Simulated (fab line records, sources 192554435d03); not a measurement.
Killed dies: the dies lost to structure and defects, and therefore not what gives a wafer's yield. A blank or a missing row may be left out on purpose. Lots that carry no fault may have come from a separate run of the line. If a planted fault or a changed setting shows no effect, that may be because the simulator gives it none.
fab line records    flow n5_finfet
record: lots: 7  wafers: 21
route steps=1938 shown MIM_BOT_LITHO@1859 MIM_BOT_ETCH@1866 PASSIVATION@1915
start_h: hours from the record's first day to the start of the lot's first wafer shown    wait_h: hours from the lot's prior step to this one    " identical to the entry in the row above    L1.1+2: a row that stands for several wafers    - no value, or no start was given    * or withheld: withheld    < > ~ a bound
route shown NAME@n: NAME is a module with steps in the file, n the number in the route of the first one    usual: mean/standard deviation taken from wafers without a fault    same: alike in all rows    chamber/n: place in a boat    sites: per-site readings    _std_site: the values' standard deviation    _edge_site: mean of outer sites minus mean of inner sites    radius_mm: how far each site lies from the wafer's centre    mask NAME#n: copy n    behind: the tool/chamber that last shaped the wafer    hold: cause of the lot's hold/its duration in hours/its outcome    device: the transistor (n, p or np) that didn't switch    end of line: tests of these same wafers at the route's end    for a step that has no rows: nothing shown but its recipe    killed: count of dies lost to structure and defects at first sort (not the wafer's yield)    map: shows each die of a wafer: x if killed, . if not, _ if none is there
set.NAME: the run value of the setting; set.NAME@STEP: its run value at that earlier step    model.NAME: the simulator's own value behind a step, which no gauge read
lots where settings were altered on purpose, with a table for each step and a row for each wafer
== steps ==
step: N5_MIM_BOT_LITHO_PEB_06
recipe: peb_temp_c: withheld  peb_time_s: *
lot.wafer   tool            chamber  start_h  wait_h  set.peb_time_s
L075.2+3+6  litho_track-02  0        303.95   0.0     *
L077.1+2    litho_track-02  0        321.86   0.1     *
L077.3      "               0        "        "       *
L076.1      litho_track-03  0        330.53   0.1     *
L076.2+3    "               0        "        "       *
L083.3+4+5  litho_track-03  0        353.97   0.0     *
L085.2      litho_track-05  0        376.28   0.0     *
L085.4+6    "               0        "        "       *
L092.1+3+6  litho_track-02  0        450.19   0.1     *
L096.3+4    litho_track-05  0        469.46   0.0     *
L096.5      "               0        "        "       *
step: N5_MIM_BOT_LITHO_DEVELOP_07
recipe: develop_time_s: 60  rinse_liquid: diw  dry: air_spin  dev_temp_c: 21
step: N5_MIM_BOT_LITHO_HARDBAKE_09
recipe: temp_c: 130  time_s: 120
step: N5_MIM_BOT_LITHO_CD_MEAS_08
recipe: target_cd_nm: 3000  landing_energy_ev: 500  detector: se_inlens  polarity: opening
usual: cd_nm: 2999.7/1.5
lot.wafer  tool       chamber  start_h  wait_h  set.peb_time_s@MIM_BOT_LITHO_PEB_06  cd_nm
L075.2     cd_sem-01  0        304.07   -       *                                    2999.5
L075.3     "          0        "        "       *                                    2999.7
L075.6     "          0        "        "       *                                    2998.2
L077.1     cd_sem-03  0        321.98   -       *                                    3002.1
L077.2     "          0        "        "       *                                    3000.6
L077.3     "          0        "        "       *                                    3003.7
L076.1     cd_sem-01  0        330.65   -       *                                    3000.4
L076.2     "          0        "        "       *                                    3001.3
L076.3     "          0        "        "       *                                    3002.2
L083.3     cd_sem-02  0        354.09   -       *                                    2999.0
L083.4     "          0        "        "       *                                    2997.9
L083.5     "          0        "        "       *                                    2998.1
L085.2     cd_sem-03  0        376.40   -       *                                    3004.7
L085.4     "          0        "        "       *                                    2999.3
L085.6     "          0        "        "       *                                    3001.1
L092.1     cd_sem-02  0        450.31   -       *                                    2997.0
L092.3     "          0        "        "       *                                    2997.2
L092.6     "          0        "        "       *                                    2996.0
L096.3     cd_sem-03  0        469.58   -       *                                    3000.2
L096.4     "          0        "        "       *                                    3000.7
L096.5     "          0        "        "       *                                    2993.7
step: N5_MIM_BOT_ETCH_ETCH_04
recipe: chemistry: CF4/O2  target: SiNx  target_depth_a: 260  time_s: 13  ion_energy_ev: 100  pressure_mtorr: 40  source_w: 535  bias_w: 49  Ar_flow_sccm: 100  cf4_flow_sccm: 100  O2_flow_sccm: 10
usual: rf_vpp_V: 241.2/1.9
lot.wafer  tool         chamber  start_h  wait_h  set.source_w  rf_vpp_V  model.etch.depth_nm
L075.2     rie_diel-06  1        304.25   0.1     535           242.1     26.19
L075.3     "            0        "        "       535           239.4     25.37
L075.6     "            1        "        "       535           241.6     26.16
L077.1     rie_diel-03  1        322.15   0.0     535           242.9     25.98
L077.2     "            3        "        "       565.3         233.9     27.09
L077.3     "            2        "        "       565.3         231.7     26.91
L076.1     rie_diel-03  1        330.81   0.0     535           243.6     25.85
L076.2     "            2        "        "       535           238.4     25.64
L076.3     "            3        "        "       535           241.5     25.8
L083.3     rie_diel-03  3        354.24   0.0     494.5         250.8     24.29
L083.4     "            0        "        "       494.5         252.6     23.9
L083.5     "            1        "        "       535           243.3     26.08
L085.2     rie_diel-05  0        376.55   0.0     569.4         230.3     26.95
L085.4     "            1        "        "       569.4         235.8     28.1
L085.6     "            3        "        "       569.4         233.7     26.96
L092.1     rie_diel-03  0        450.47   0.0     535           241.0     25.46
L092.3     "            2        "        "       578.8         228.6     27.29
L092.6     "            2        "        "       578.8         227.6     27.01
L096.3     rie_diel-03  3        469.85   0.0     535           241.4     25.56
L096.4     "            3        "        "       535           240.1     25.66
L096.5     "            2        "        "       592.9         225.7     27.51
step: N5_PASSIVATION_PECVD_53
recipe: material: SiO2  target_thk_a: 8000  temp_c: 400  precursor: TEOS/O2  pressure_torr: 6.5  rf_w: withheld  teos_flow_sccm: withheld  gas: O2  flow_sccm: 2650  time_s: 169.4
lot.wafer  tool      chamber  start_h  wait_h  set.time_s  model.SiO2_of_PASSIVATION_PECVD_53.thk_nm
L075.2     pecvd-01  1        309.10   0.0     169.4       797.8
L075.3     "         0        "        "       169.4       789.2
L075.6     "         2        "        "       169.4       803
L077.1     pecvd-03  0        327.56   0.0     184.7       856.2
L077.2     "         2        "        "       184.7       853.2
L077.3     "         1        "        "       169.4       794.8
L076.1     pecvd-02  1        335.91   0.0     169.4       801.6
L076.2     "         0        "        "       169.4       791.8
L076.3     "         2        "        "       193.1       917.6
L083.3     pecvd-03  0        359.91   0.1     169.4       811
L083.4     "         2        "        "       169.4       802.2
L083.5     "         0        "        "       169.4       793.2
L085.2     pecvd-03  0        381.46   0.0     169.4       795.6
L085.4     "         1        "        "       149         710.2
L085.6     "         0        "        "       169.4       811.6
L092.1     pecvd-02  0        457.96   0.0     169.4       796
L092.3     "         2        "        "       169.4       804.2
L092.6     "         0        "        "       162.6       789.6
L096.3     pecvd-02  2        474.96   0.0     169.4       809.4
L096.4     "         2        "        "       169.4       818.8
L096.5     "         1        "        "       169.4       819.2
step: N5_PASSIVATION_PECVD_35
recipe: material: SiNx  target_thk_a: 7000  temp_c: 400  precursor: SiH4/NH3/N2  pressure_torr: 4.9  rf_w: 1406  time_s: 151.3
lot.wafer  tool      chamber  start_h  wait_h  set.time_s  model.SiNx_of_PASSIVATION_PECVD_35.thk_nm
L075.2     pecvd-01  1        309.21   0.1     151.3       684.2
L075.3     "         0        "        "       151.3       689.4
L075.6     "         2        "        "       151.3       711.6
L077.1     pecvd-03  0        327.67   0.1     151.3       699.4
L077.2     "         2        "        "       158.1       727.8
L077.3     "         1        "        "       151.3       696.2
L076.1     pecvd-02  1        336.02   0.1     144.4       674.6
L076.2     "         0        "        "       144.4       671.4
L076.3     "         2        "        "       151.3       707.4
L083.3     pecvd-03  0        360.07   0.1     151.3       700.2
L083.4     "         2        "        "       159.7       735.2
L083.5     "         0        "        "       159.7       748
L085.2     pecvd-03  0        381.57   0.1     145.2       653
L085.4     "         1        "        "       145.2       663.6
L085.6     "         0        "        "       151.3       701
L092.1     pecvd-02  0        458.07   0.1     135.1       627
L092.3     "         2        "        "       151.3       694.2
L092.6     "         0        "        "       151.3       718
L096.3     pecvd-02  2        475.07   0.1     143.8       677.4
L096.4     "         2        "        "       151.3       708.2
L096.5     "         1        "        "       143.8       679
step: N5_PASSIVATION_HMDS_37
recipe: time_s: 60  temp_c: 120
step: N5_PASSIVATION_COAT_38
recipe: spin_rpm: 3000  resist_thk_nm: withheld
step: N5_PASSIVATION_SRD_72
recipe: dry: ipa_marangoni  time_s: 30  temp_c: 23  rinse_liquid: diw
step: N5_PASSIVATION_ANNEAL_56
recipe: temp_c: 400  time_s: 1800  ambient: FGA  idle_temp_c: 300  ramp_up_c_per_min: 5  ramp_down_c_per_min: 3
step: N5_PASSIVATION_PROBE_49
usual: killed_at_M0_to_M3: 36/11  killed_at_M4_up: 13/5.1  killed_at_contacts: 14/4.9  killed_at_front_end: 41/10  killed_at_other: 3.4/2.6  killed_dies: 107/16  killed_open: 70/11  killed_short: 36/7.8
same: gross_dies: 1180  killed_at_back_side: 0
lot.wafer  tool       chamber  start_h  wait_h  set.time_s@PASSIVATION_PECVD_35  killed_at_M0_to_M3  killed_at_M4_up  killed_at_contacts  killed_at_front_end  killed_at_other  killed_dies  killed_open  killed_short
L075.2     prober-01  -        312.83   0.1     151.3                            43                  10               22                  38                   3                116          77           36
L075.3     prober-01  -        312.88   0.1     151.3                            56                  7                12                  35                   4                114          66           46
L075.6     prober-01  -        313.03   0.3     151.3                            46                  12               15                  43                   9                125          78           43
L077.1     prober-02  -        331.36   0.0     151.3                            24                  755              14                  254                  34               1081         60           41
L077.2     prober-02  -        331.41   0.1     158.1                            29                  12               14                  211                  369              635          67           38
L077.3     prober-02  -        331.46   0.1     151.3                            58                  11               10                  32                   6                117          73           40
L076.1     prober-02  -        340.04   0.0     144.4                            34                  963              12                  146                  3                1158         57           37
L076.2     prober-02  -        340.09   0.1     144.4                            17                  1108             9                   31                   6                1171         58           24
L076.3     prober-02  -        340.14   0.1     151.3                            23                  17               13                  27                   1064             1144         54           29
L083.3     prober-01  -        363.86   0.1     151.3                            25                  47               4                   76                   6                158          73           34
L083.4     prober-01  -        363.91   0.2     159.7                            24                  12               15                  44                   48               143          69           28
L083.5     prober-01  -        363.96   0.2     159.7                            27                  14               14                  42                   48               145          66           32
L085.2     prober-01  -        385.19   0.1     145.2                            44                  692              22                  55                   3                816          100          41
L085.4     prober-01  -        385.29   0.2     145.2                            48                  9                11                  63                   1                132          95           34
L085.6     prober-01  -        385.39   0.3     151.3                            28                  679              10                  82                   4                803          68           38
L092.1     prober-01  -        462.36   0.0     135.1                            39                  492              11                  44                   1                587          61           41
L092.3     prober-01  -        462.46   0.1     151.3                            37                  512              11                  40                   4                604          74           26
L092.6     prober-01  -        462.61   0.3     151.3                            44                  493              18                  40                   2                597          82           33
L096.3     prober-01  -        479.15   0.1     143.8                            60                  14               11                  37                   2                124          80           41
L096.4     prober-01  -        479.20   0.2     151.3                            53                  1012             14                  41                   4                1124         70           50
L096.5     prober-01  -        479.25   0.2     143.8                            59                  23               16                  57                   3                158          101          49
killed by level:class
L075.2 MOL_CONTACT_COAG:geometric_particle:open=20 STI_FIN_REVEAL:geometric_particle:open=16 BEOL_M3:geometric_particle:open=10 BEOL_M0_SAQP:geometric_particle:short=9 FIN_SAQP:geometric_particle:open=6 BEOL_M1:geometric_particle:open=6 STARTING-WAFER:geometric_particle:short=5 BEOL_M2:geometric_particle:open=4
L075.3 BEOL_M3:geometric_particle:short=13 BEOL_M3:geometric_particle:open=13 STI_FIN_REVEAL:geometric_particle:open=10 MOL_CONTACT_COAG:geometric_particle:open=10 BEOL_M0_SAQP:geometric_particle:short=9 BEOL_M2:geometric_particle:open=7 FIN_SAQP:geometric_particle:short=6 BEOL_M0_SAQP:geometric_particle:open=5
L075.6 STI_FIN_REVEAL:geometric_particle:open=17 MOL_CONTACT_COAG:geometric_particle:open=13 BEOL_M1:geometric_particle:open=10 BEOL_M0_SAQP:geometric_particle:open=7 BEOL_M0_SAQP:geometric_particle:short=7 BEOL_M3:geometric_particle:short=7 BEOL_M3:geometric_particle:open=6 FIN_SAQP:geometric_particle:short=5
L077.1 BEOL_M4:area_expose=742 GATE_CUT:area_expose=211 PASSIVATION:area_pecvd=25 MOL_CONTACT_COAG:geometric_particle:open=11 STI_FIN_REVEAL:geometric_particle:open=8 BEOL_M3:geometric_particle:open=8 FIN_SAQP:geometric_particle:short=6 GATE_CUT:geometric_particle:short=6
L077.2 PASSIVATION:area_pecvd=365 GATE_CUT:area_expose=161 BEOL_M3:geometric_particle:open=9 GATE_CUT:geometric_particle:open=8 BEOL_M0_SAQP:geometric_particle:short=7 MOL_CONTACT_COAG:geometric_particle:open=7 GATE_CUT:geometric_particle:short=7 MOL_CONTACT_COAG:geometric_particle:short=7
L077.3 BEOL_M3:geometric_particle:open=16 BEOL_M2:geometric_particle:open=9 STI_FIN_REVEAL:geometric_particle:open=8 BEOL_M0_SAQP:geometric_particle:open=8 BEOL_M0_SAQP:geometric_particle:short=8 FIN_SAQP:geometric_particle:short=6 MOL_CONTACT_COAG:geometric_particle:open=6 BEOL_M1:geometric_particle:open=6
L076.1 BEOL_M4:area_expose=955 GATE_CUT:area_expose=107 MOL_CONTACT_COAG:geometric_particle:open=11 BEOL_M2:geometric_particle:open=8 FIN_SAQP:geometric_particle:short=7 STI_FIN_REVEAL:geometric_particle:open=6 GATE_CUT:geometric_particle:short=6 BEOL_M3:geometric_particle:open=6
L076.2 BEOL_M4:area_expose=1089 STI_FIN_REVEAL:geometric_particle:open=8 BEOL_M4:geometric_particle:open=8 MOL_CONTACT_COAG:geometric_particle:open=7 BEOL_M0_SAQP:geometric_particle:short=6 DUMMY_GATE:geometric_particle:open=6 BEOL_M0_SAQP:geometric_particle:open=6 FIN_SAQP:geometric_particle:open=5
L076.3 PASSIVATION:area_pecvd=1059 MOL_CONTACT_COAG:geometric_particle:open=9 BEOL_M6:geometric_particle:open=6 FIN_SAQP:geometric_particle:open=4 MOL_CONTACT_COAG:geometric_particle:short=4 BEOL_M0_SAQP:geometric_particle:short=4 BEOL_M0:geometric_particle:open=4 BEOL_M2:geometric_particle:open=4
L083.3 BEOL_M4:area_expose=38 FIN_SAQP:geometric_particle:open=24 FIN_SAQP:geometric_particle:short=16 BEOL_M1:geometric_particle:open=8 STI_FIN_REVEAL:geometric_particle:open=7 BEOL_M3:geometric_particle:open=7 FIN_SAQP:area_peb=7 GATE_CUT:geometric_particle:short=4
L083.4 PASSIVATION:area_pecvd=45 MOL_CONTACT_COAG:geometric_particle:open=12 FIN_SAQP:geometric_particle:open=10 BEOL_M3:geometric_particle:open=9 BEOL_M4:geometric_particle:open=8 STI_FIN_REVEAL:geometric_particle:open=7 FIN_SAQP:geometric_particle:short=6 GATE_CUT:geometric_particle:short=5
L083.5 PASSIVATION:area_pecvd=46 BEOL_M3:geometric_particle:open=12 MOL_CONTACT_COAG:geometric_particle:open=10 FIN_SAQP:geometric_particle:open=8 FIN_SAQP:geometric_particle:short=8 DUMMY_GATE:geometric_particle:open=6 BEOL_M4:geometric_particle:open=6 STI_FIN_REVEAL:geometric_particle:open=4
L085.2 BEOL_M4:area_expose=673 MOL_CONTACT_COAG:geometric_particle:open=17 STI_FIN_REVEAL:geometric_particle:open=16 BEOL_M0_SAQP:geometric_particle:short=11 BEOL_M2:geometric_particle:open=11 FIN_SAQP:geometric_particle:open=9 BEOL_M3:geometric_particle:open=9 BEOL_M4:geometric_particle:open=8
L085.4 STI_FIN_REVEAL:geometric_particle:open=28 BEOL_M0_SAQP:geometric_particle:short=13 BEOL_M0_SAQP:geometric_particle:open=11 FIN_SAQP:geometric_particle:open=10 MOL_CONTACT_COAG:geometric_particle:open=10 BEOL_M2:geometric_particle:open=10 BEOL_M3:geometric_particle:open=6 GATE_CUT:geometric_particle:open=5
L085.6 BEOL_M4:area_expose=661 WELL_APT:area_peb=32 FIN_SAQP:geometric_particle:open=11 STI_FIN_REVEAL:geometric_particle:open=11 BEOL_M2:geometric_particle:open=8 BEOL_M4:geometric_particle:open=7 MOL_CONTACT_COAG:geometric_particle:open=6 GATE_CUT:geometric_particle:short=5
L092.1 BEOL_M4:area_expose=483 FIN_SAQP:geometric_particle:short=17 MOL_CONTACT_COAG:geometric_particle:open=9 STI_FIN_REVEAL:geometric_particle:open=8 BEOL_M3:geometric_particle:open=7 BEOL_M0_SAQP:geometric_particle:open=7 BEOL_M2:geometric_particle:open=7 FIN_SAQP:geometric_particle:open=6
L092.3 BEOL_M4:area_expose=502 BEOL_M0_SAQP:geometric_particle:open=12 STI_FIN_REVEAL:geometric_particle:open=10 FIN_SAQP:geometric_particle:open=8 DUMMY_GATE:geometric_particle:open=8 MOL_CONTACT_COAG:geometric_particle:open=8 BEOL_M2:geometric_particle:open=7 BEOL_M1:geometric_particle:open=6
L092.6 BEOL_M4:area_expose=479 STI_FIN_REVEAL:geometric_particle:open=16 BEOL_M2:geometric_particle:open=14 MOL_CONTACT_COAG:geometric_particle:open=12 BEOL_M1:geometric_particle:open=9 MOL_CONTACT_COAG:geometric_particle:short=6 BEOL_M6:geometric_particle:open=6 FIN_SAQP:geometric_particle:open=5
L096.3 BEOL_M2:geometric_particle:open=13 STI_FIN_REVEAL:geometric_particle:open=9 MOL_CONTACT_COAG:geometric_particle:open=9 FIN_SAQP:geometric_particle:open=8 BEOL_M1:geometric_particle:open=8 BEOL_M3:geometric_particle:open=8 BEOL_M2:geometric_particle:short=8 GATE_CUT:geometric_particle:short=7
L096.4 BEOL_M4:area_expose=994 STI_FIN_REVEAL:geometric_particle:open=14 BEOL_M0_SAQP:geometric_particle:short=14 BEOL_M2:geometric_particle:open=11 BEOL_M0_SAQP:geometric_particle:open=7 FIN_SAQP:geometric_particle:short=6 MOL_CONTACT_COAG:geometric_particle:open=5 BEOL_M4:geometric_particle:open=5
L096.5 BEOL_M2:geometric_particle:open=14 MOL_CONTACT_COAG:geometric_particle:open=12 BEOL_M4:geometric_particle:open=12 FIN_SAQP:geometric_particle:short=11 FIN_SAQP:geometric_particle:open=11 STI_FIN_REVEAL:geometric_particle:open=10 BEOL_M0_SAQP:geometric_particle:open=9 BEOL_M0_SAQP:geometric_particle:short=7
== key ==
split: step: N5_MIM_BOT_LITHO_PEB_06  setting: peb_time_s  stated: *  by: wafer
response: step: N5_MIM_BOT_LITHO_CD_MEAS_08  reading: cd_nm  change: +0.227  per: 1%  r: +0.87
split: step: N5_MIM_BOT_ETCH_ETCH_04  setting: source_w  stated: 535  by: wafer
response: step: N5_MIM_BOT_ETCH_ETCH_04  reading: rf_vpp_V  change: -1.42  per: 1%  r: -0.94
response: step: N5_MIM_BOT_ETCH_ETCH_04  reading: model.etch.depth_nm  change: +0.202  per: 1%  r: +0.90
split: step: N5_PASSIVATION_PECVD_53  setting: time_s  stated: 169.4  by: wafer
response: step: N5_PASSIVATION_PECVD_53  reading: model.SiO2_of_PASSIVATION_PECVD_53.thk_nm  change: +7.75  per: 1%  r: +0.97
split: step: N5_PASSIVATION_PECVD_35  setting: time_s  stated: 151.3  by: wafer
response: step: N5_PASSIVATION_PECVD_35  reading: model.SiNx_of_PASSIVATION_PECVD_35.thk_nm  change: +7.43  per: 1%  r: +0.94
response: step: N5_PASSIVATION_PROBE_49  reading: killed_at_other  shape: bent  at_lowest: 1  at_stated: 103.6  at_highest: 48
